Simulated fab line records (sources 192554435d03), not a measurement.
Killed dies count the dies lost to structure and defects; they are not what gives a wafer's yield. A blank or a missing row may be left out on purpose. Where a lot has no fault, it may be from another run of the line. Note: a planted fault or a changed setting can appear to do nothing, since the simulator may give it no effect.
What tool caused it? | flow n5_finfet | 31 wafers sampled from 12 lots at 1 step of a route of 1938

== WHAT THE GAUGES READ, wafer by wafer ==
N5_BEOL_M9_RS_MEAS_57: a four-point-probe measurement. Usual: M9_RS typically reads 0.150 ohm/sq, with standard deviation 0.0041.
lot  | measured     | on            | M9_RS (ohm/sq)    | flag
L612 | day 9 18:43  | film_metro-02 | 0.150 0.149 0.149 |
L611 | day 10 00:54 | film_metro-01 | 0.151 0.149       |
L614 | day 10 21:56 | film_metro-01 | 0.155 0.146 0.151 |
L616 | day 11 20:55 | film_metro-01 | 0.155 0.151 0.155 |
L619 | day 12 00:25 | film_metro-01 | 0.157 0.156 0.155 |
L618 | day 12 05:12 | film_metro-01 | 0.155 0.152 0.156 |
L620 | day 12 18:11 | film_metro-01 | 0.150 0.151 0.153 |
L622 | day 13 05:15 | film_metro-02 | 0.151 0.148       |
L626 | day 13 19:47 | film_metro-01 | 0.146 0.146 0.153 |
L629 | day 15 00:53 | film_metro-01 | 0.156 0.153       |
L633 | day 15 12:57 | film_metro-02 | 0.153 0.148       |
L632 | day 15 17:29 | film_metro-02 | 0.152 0.150       |

== TOOL THAT RAN EACH LOT (tool first, then ch and the chambers of the sampled wafers, then the start) ==
Record: no process step prior to these readings.

== AS READ BY THE TOOLS THEMSELVES (means over the sampled wafers that have a number; for cases with no such wafer, the mark the record gives instead) ==
The record holds no such reading with a usual standard deviation.

== THE ANSWER, worked out from the rows above alone ==
Rule: lot off if the mean of its wafers having a number is beyond 3 standard deviations from the usual mean. A lot without any number at a reading at which 4 lots or more have one is off too. All remaining lots with rows at the step are treated as sound. After the gauges, taken in route order, come the tools' own readings; for these a lot's mean is taken, as printed above. The first step at which some lot is off is used, and at that step the reading that is off furthest; a lot without a number counts as furthest.
No lot is off at any reading shown: from this, nothing can be told.

== WHAT HAD BEEN PUT IN BY THE SIMULATOR ==
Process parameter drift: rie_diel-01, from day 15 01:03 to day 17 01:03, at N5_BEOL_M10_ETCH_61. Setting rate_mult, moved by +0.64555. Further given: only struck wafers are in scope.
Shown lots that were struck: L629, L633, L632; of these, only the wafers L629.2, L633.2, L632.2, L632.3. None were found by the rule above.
